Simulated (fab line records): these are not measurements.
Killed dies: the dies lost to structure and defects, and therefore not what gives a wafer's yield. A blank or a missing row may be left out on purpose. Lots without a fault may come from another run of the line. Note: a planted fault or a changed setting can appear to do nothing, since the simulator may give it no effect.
A struck lot beside a sound one -- flow n5 finfet -- 21 steps out of a route of 1938
Sound: the wafers L310.2, L310.4, L310.5. Struck: wafer L303.1 (L303.3, L303.6, from the same lot, were not struck and are left out); the cause is given at the end.
At each step with rows: each side's tool, then ch and its chambers, then its first start. Under that, the readings that differ: sound wafers -- struck wafers -- difference of the means -- sigmas: that difference in standard deviations of wafers without a fault.
alike: readings with means less than 2 such deviations apart, plus words and numbers identical on both sides. not compared: withheld readings, readings lacking a value on some wafer, bounds such as >300 that could conceal the same value, and numbers that have no deviation in the record and whose values overlap.
A row with sigmas, a row that says differs or no value, or rows on one side alone: a step with any of these is where the two part. Numbers that don't overlap but have no deviation are shown without sigmas and don't part them. Lack of a reading on every wafer of one side parts them only where that side has two or more wafers.

N5_ZERO_LAYER_CD_MEAS_11: the cd target is 2000 nm.
  sound on cd sem-02 ch 0, day 6 06:46; struck on cd sem-03 ch 0, day 4 12:46
  alike: cd nm
N5_ZERO_LAYER_DESCUM_16: chemistry O2, time 7.9 s.
  sound on rie diel-02 ch 1,3, day 6 07:21; struck on rie diel-06 ch 2, day 4 12:49
reading,sound,struck,difference,sigmas
rf vpp V (V),243.9 243.9 243.2,241.2,-2.5,-2
  alike: drypump motor current A, o2 flow sccm, oes product au, showerhead plenum p Torr, throttle valve pct
  not compared: rf hours counter h
N5_ZERO_LAYER_ETCH_17: etches SiO2 in CF4, target depth 12 nm, time 13.3 s.
  sound on rie diel-02 ch 1,3, day 6 07:23; struck on rie diel-06 ch 2, day 4 12:50
reading,sound,struck,difference,sigmas
rf vpp V (V),952 948 947,940,-9,-2
  alike: drypump motor current A, mfc ar sccm, oes product au, showerhead plenum p Torr, throttle valve pct
  not compared: rf hours counter h
N5_ZERO_LAYER_ETCH_18: etches Si in HBr/Cl2, target depth 120 nm, time 40 s.
  sound on rie si-01 ch 0,1, day 6 07:28; struck on rie si-03 ch 1, day 4 12:55
  alike: HBr_flow_sccm, drypump motor current A, oes product au, throttle valve pct
  not compared: rf hours counter h
N5_ZERO_LAYER_STRIP_24: strips in O2.
  sound on plasma asher-02 ch 0,1, day 6 07:34; struck on plasma asher-01 ch 1, day 4 13:01
reading,sound,struck,difference,sigmas
strip time to endpoint s (s),44.04 43.97 43.99,43.79,-0.21,-3
  alike: drypump motor current A, heater power w, o2 flow sccm, oes product au
  not compared: rf hours counter h
then, 1 step without rows for these wafers: N5_ZERO_LAYER_STRIP_19 (strips in SPM, time 900 s).
N5_ZERO_LAYER_INSPECT_20: inspects for defects (darkfield).
  struck on defect inspect-02, day 4 13:23; sound on defect inspect-02, day 6 07:55
  alike: raw defect count
then, 5 steps without rows for these wafers: N5_WELL_APT_HMDS_01 (time 60 s); N5_WELL_APT_COAT_02 (resist thk 950 nm); N5_WELL_APT_EBR_04; N5_WELL_APT_SOFTBAKE_03 (time 60 s); N5_WELL_APT_EXPOSE_05 (exposes mask NWELL, defocus 0 nm, target cd 200 nm).
N5_WELL_APT_PEB_06: peb time 90 s.
  sound on litho track-05 ch 0, day 6 08:07; struck on litho track-02 ch 0, day 4 13:41
reading,sound,struck,difference,sigmas
heater power total W (W),173.0 173.5 173.9,232.8,+59.3,+73
then, 2 steps without rows for these wafers: N5_WELL_APT_DEVELOP_07 (develop time 45 s); N5_WELL_APT_HARDBAKE_12 (time 120 s).
N5_WELL_APT_CD_MEAS_08: the cd target is 200 nm.
  sound on cd sem-02 ch 0, day 6 08:13; struck on cd sem-03 ch 0, day 4 13:49
reading,sound,struck,difference,sigmas
cd nm (nm),201.5 202.5 202.6,176.4,-25.8,-21
N5_WELL_APT_OVL_MEAS_09:
  sound on overlay-01 ch 0, day 6 08:15; struck on overlay-01 ch 0, day 4 13:50
  alike: NWELL_OVL
N5_WELL_APT_INSPECT_10: inspects for defects (macro).
  struck on defect inspect-01, day 4 13:52; sound on defect inspect-02, day 6 08:17
  alike: raw defect count
N5_WELL_APT_DESCUM_13: chemistry O2, time 7.9 s.
  sound on rie diel-01 ch 0,1,3, day 6 08:20; struck on rie diel-01 ch 3, day 4 13:54
reading,sound,struck,difference,sigmas
model.WELL_APT.cd nm (nm),201.4 202.6 202.4,176.5,-25.6,
  alike: drypump motor current A, o2 flow sccm, oes product au, rf vpp V, showerhead plenum p Torr, throttle valve pct
  not compared: rf hours counter h
following that, these wafers have no rows for 1 step: N5_WELL_APT_IMPLANT_14.
-- a jump in the record: the struck wafers' starts before and after are 12 days apart (it breaks off in module WELL_APT and resumes in module PASSIVATION, where the first step shown is number 1936 of the route) --
N5_PASSIVATION_PROBE_49:
  struck on prober-01, day 16 21:29; sound on prober-01, day 17 16:30
reading,sound,struck,difference,sigmas
killed_at_M0_to_M3,36 35 48,17,-23,-2
killed at front end,28 22 25,69,+44,+4
  alike: killed_at_M4_up, killed at contacts, killed at other, killed dies, killed open, killed short

== WHERE THEY PART ==
First at N5_ZERO_LAYER_DESCUM_16; last, within this record, at N5_PASSIVATION_PROBE_49.

WHY: the cause the simulator had injected
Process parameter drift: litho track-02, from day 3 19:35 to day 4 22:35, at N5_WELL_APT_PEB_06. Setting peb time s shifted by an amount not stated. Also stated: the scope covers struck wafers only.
